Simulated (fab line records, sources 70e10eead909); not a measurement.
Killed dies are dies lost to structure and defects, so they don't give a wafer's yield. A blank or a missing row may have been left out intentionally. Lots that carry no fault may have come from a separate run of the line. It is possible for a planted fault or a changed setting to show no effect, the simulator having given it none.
Chamber matching || flow nand_harc || NHARC_A_CHANNEL_FILL_D1_ETCHBACK_20 on rie_diel-13 has 4 sister chambers
The step etches the open film in C4F8/O2/Ar, target depth 27 nm, time 13.5 s. 20 wafers are shown with their chamber, then 10 later ones without.

WAFERS, EACH WITH ITS CHAMBER
{"wafer": "L984.1", "chamber": 0, "rf_vpp_V (V)": 987, "oes_product_au (a.u.)": 1.00}
{"wafer": "L984.3", "chamber": 3, "rf_vpp_V (V)": 983, "oes_product_au (a.u.)": 1.02}
{"wafer": "L984.4", "chamber": 1, "rf_vpp_V (V)": 985, "oes_product_au (a.u.)": 0.97}
{"wafer": "L985.2", "chamber": 1, "rf_vpp_V (V)": 985, "oes_product_au (a.u.)": 0.93}
{"wafer": "L985.4", "chamber": 0, "rf_vpp_V (V)": 987, "oes_product_au (a.u.)": 0.92}
{"wafer": "L985.5", "chamber": 2, "rf_vpp_V (V)": 982, "oes_product_au (a.u.)": 0.91}
{"wafer": "L987.3", "chamber": 0, "rf_vpp_V (V)": 986, "oes_product_au (a.u.)": 0.93}
{"wafer": "L987.4", "chamber": 2, "rf_vpp_V (V)": 980, "oes_product_au (a.u.)": 0.92}
{"wafer": "L987.6", "chamber": 0, "rf_vpp_V (V)": 987, "oes_product_au (a.u.)": 0.93}
{"wafer": "L990.3", "chamber": 0, "rf_vpp_V (V)": 986, "oes_product_au (a.u.)": 1.00}
{"wafer": "L990.4", "chamber": 3, "rf_vpp_V (V)": 985, "oes_product_au (a.u.)": 1.01}
{"wafer": "L990.5", "chamber": 3, "rf_vpp_V (V)": 983, "oes_product_au (a.u.)": 1.01}
{"wafer": "L991.1", "chamber": 2, "rf_vpp_V (V)": 981, "oes_product_au (a.u.)": 0.99}
{"wafer": "L991.3", "chamber": 0, "rf_vpp_V (V)": 988, "oes_product_au (a.u.)": 0.99}
{"wafer": "L991.5", "chamber": 2, "rf_vpp_V (V)": 982, "oes_product_au (a.u.)": 0.99}
{"wafer": "L992.2", "chamber": 0, "rf_vpp_V (V)": 985, "oes_product_au (a.u.)": 0.92}
{"wafer": "L992.3", "chamber": 2, "rf_vpp_V (V)": 982, "oes_product_au (a.u.)": 0.92}
{"wafer": "L992.6", "chamber": 2, "rf_vpp_V (V)": 982, "oes_product_au (a.u.)": 0.92}
{"wafer": "L993.3", "chamber": 0, "rf_vpp_V (V)": 987, "oes_product_au (a.u.)": 0.93}
{"wafer": "L993.4", "chamber": 0, "rf_vpp_V (V)": 986, "oes_product_au (a.u.)": 0.93}

SIGNATURES (means of the wafers above)
{"reading": "rf_vpp_V", "chamber 0": 986.56, "chamber 1": 985.00, "chamber 2": 981.50, "chamber 3": 983.67, "scatter within a chamber": 0.88}
{"reading": "oes_product_au", "chamber 0": 0.9500, "chamber 1": 0.9500, "chamber 2": 0.9417, "chamber 3": 1.0133, "scatter within a chamber": 0.0335}
Rule: for each reading, subtract the chamber's mean from the wafer's reading, divide by that reading's scatter and square the result; add these up over the readings and take the root, which gives the wafer's distance from the chamber. If the next closest chamber is less than 2 further off than the closest, the wafer can't be placed; otherwise it belongs to the closest. The scatter is the square root of a quotient: the sum, over the shown wafers, of each reading's squared deviation from its chamber's mean, divided by wafers minus chambers.

WAFERS WHOSE CHAMBER IS MISSING
{"wafer": "L993.6", "rf_vpp_V (V)": 986, "oes_product_au (a.u.)": 0.95}
{"wafer": "L999.2", "rf_vpp_V (V)": 984, "oes_product_au (a.u.)": 1.00}
{"wafer": "L999.4", "rf_vpp_V (V)": 983, "oes_product_au (a.u.)": 1.01}
{"wafer": "L999.6", "rf_vpp_V (V)": 983, "oes_product_au (a.u.)": 1.01}
{"wafer": "L101.2", "rf_vpp_V (V)": 982, "oes_product_au (a.u.)": 0.98}
{"wafer": "L101.3", "rf_vpp_V (V)": 984, "oes_product_au (a.u.)": 1.00}
{"wafer": "L101.5", "rf_vpp_V (V)": 984, "oes_product_au (a.u.)": 1.00}
{"wafer": "L106.3", "rf_vpp_V (V)": 985, "oes_product_au (a.u.)": 0.99}
{"wafer": "L106.4", "rf_vpp_V (V)": 984, "oes_product_au (a.u.)": 1.01}
{"wafer": "L106.5", "rf_vpp_V (V)": 986, "oes_product_au (a.u.)": 0.98}

CHAMBER TAKEN BY EACH
{"wafer": "L993.6", "from the rows above": "can't be placed: 0 or 1", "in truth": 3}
{"wafer": "L999.2", "from the rows above": "can't be placed: 3 or 1", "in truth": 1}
{"wafer": "L999.4", "from the rows above": "can't be placed: 3 or 2", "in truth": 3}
{"wafer": "L999.6", "from the rows above": "can't be placed: 3 or 2", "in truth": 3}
{"wafer": "L101.2", "from the rows above": "can't be placed: 2 or 3", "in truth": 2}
{"wafer": "L101.3", "from the rows above": "can't be placed: 3 or 1", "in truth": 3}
{"wafer": "L101.5", "from the rows above": "can't be placed: 3 or 1", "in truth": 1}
{"wafer": "L106.3", "from the rows above": "can't be placed: 1 or 3 or 0", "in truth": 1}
{"wafer": "L106.4", "from the rows above": "can't be placed: 3 or 1", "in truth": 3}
{"wafer": "L106.5", "from the rows above": "can't be placed: 0 or 1 or 3", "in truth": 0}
Correctly placed: 0 of 10. From these rows, 10 cannot be placed; in 9 the true chamber is one of the candidates. Number placed wrongly: 0.
